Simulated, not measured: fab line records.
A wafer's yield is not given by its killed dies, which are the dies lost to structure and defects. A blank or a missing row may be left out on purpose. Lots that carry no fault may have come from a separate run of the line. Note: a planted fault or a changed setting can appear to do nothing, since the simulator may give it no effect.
Split-lot study    flow n5-finfet    on a route of 1938 steps: 7 lots, 21 wafers read

ON THE SPLIT
At N5_DUMMY_GATE_COAT_09 (resist thk 30 nm), the setting spin-rpm was moved away from the recipe's 1500 rpm on 6 of the 21 wafers read, by -11.0% to +10.8%. This setting was run at the recipe's value on the other wafers.

FROM THE SPLIT TO THE READING: what the file shows between them, 2 steps
- N5_DUMMY_GATE_EBR_11
- N5_DUMMY_GATE_SOFTBAKE_10: time 60 s

THE READING
CAR-EUV_of_DUMMY_GATE_COAT_09.thk-nm (the simulator's own value, which no gauge read), in nm, at N5_DUMMY_GATE_DESCUM_20 (chemistry O2, time 6.2 s). There is no usual value for it anywhere in the file. Here, 15 wafers ran the recipe; their average is 26.5 nm with a standard deviation of 0.12 nm.

wafer   tool, chamber at the split  spin-rpm as run, rpm  against the recipe  CAR-EUV_of_DUMMY_GATE_COAT_09.thk-nm, nm  against lot-mates on the recipe
L082.1  litho-track-05, 0           1573                  +4.9%               25.8                                      -0.7
L082.2  litho-track-05, 0           1500                  recipe              26.6                                      -
L082.6  litho-track-05, 0           1500                  recipe              26.4                                      -
L083.1  litho-track-01, 0           1500                  recipe              26.4                                      -
L083.4  litho-track-01, 0           1500                  recipe              26.2                                      -
L083.6  litho-track-01, 0           1335                  -11.0%              28.2                                      +1.9
L087.1  litho-track-03, 0           1500                  recipe              26.6                                      -
L087.4  litho-track-03, 0           1500                  recipe              26.6                                      -
L087.6  litho-track-03, 0           1500                  recipe              26.6                                      -
L090.2  litho-track-05, 0           1500                  recipe              26.4                                      -
L090.3  litho-track-05, 0           1500                  recipe              26.4                                      -
L090.5  litho-track-05, 0           1500                  recipe              26.6                                      -
L092.1  litho-track-03, 0           1500                  recipe              26.6                                      -
L092.3  litho-track-03, 0           1338                  -10.8%              28.2                                      +1.6
L092.5  litho-track-03, 0           1338                  -10.8%              28.2                                      +1.6
L093.3  litho-track-05, 0           1500                  recipe              26.6                                      -
L093.4  litho-track-05, 0           1500                  recipe              26.6                                      -
L093.6  litho-track-05, 0           1500                  recipe              26.4                                      -
L094.1  litho-track-03, 0           1662                  +10.8%              25                                        -1.4
L094.5  litho-track-03, 0           1500                  recipe              26.4                                      -
L094.6  litho-track-03, 0           1662                  +10.8%              24.8                                      -1.6

THE FIT
A straight line over all 21 wafers: CAR-EUV_of_DUMMY_GATE_COAT_09.thk-nm changes by -0.153 nm for each +1% of spin-rpm; r = -0.99; the points scatter about the line by 0.12 nm.
The same after taking each lot's own level away (the mean of its wafers on the recipe; 21 wafers): -0.149 nm for each +1%; r = -0.99; scatter 0.1 nm.
According to that fit, moving spin-rpm by its largest amount changes the reading by 1.6 nm.
The lots' own levels span 26.30 to 26.60 nm, that is 2.4 times the standard deviation above.
So the lot-to-lot level changes the slope little: the two slopes agree.
Check: with one of the wafers moved furthest among these (-11.0%) left out of the fit, the line predicts +1.59 nm for it against its lot-mates. It came out at +1.9 nm against them.

FURTHER SPLITS ON THESE WAFERS
Note: prior to the reading, these wafers also went through further splits. Each is held against what the fit with the lots' levels taken away leaves over:
other split on the same wafers           wafers away from the commonest value  r with CAR-EUV_of_DUMMY_GATE_COAT_09.thk-nm (lot level and that fit taken away)
N5_ZERO_LAYER_EXPOSE_08 dose-mj          10                                    -0.23
N5_ZERO_LAYER_DEVELOP_10 develop-time-s  8                                     -0.26
N5_WELL_APT_COAT_02 spin-rpm             8                                     -0.25
N5_FIN_CUT_EXPOSE_05 dose-mj             6                                     +0.50

THE WHOLE CHAIN: every reading that the file lists as answering this split, in the file's order
step                     what it does              reading                                                                                change (the file's fit)                r (the file's)
N5_DUMMY_GATE_COAT_09    resist thk 30 nm          CAR-EUV_of_DUMMY_GATE_COAT_09.thk-nm (the simulator's own value, which no gauge read)  -0.16 nm for each +1% of the setting   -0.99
N5_DUMMY_GATE_DESCUM_20  chemistry O2, time 6.2 s  CAR-EUV_of_DUMMY_GATE_COAT_09.thk-nm (the simulator's own value, which no gauge read)  -0.153 nm for each +1% of the setting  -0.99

FILE'S OWN FIT
CAR-EUV_of_DUMMY_GATE_COAT_09.thk-nm changes by -0.153 nm for each +1% of spin-rpm, r = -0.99.
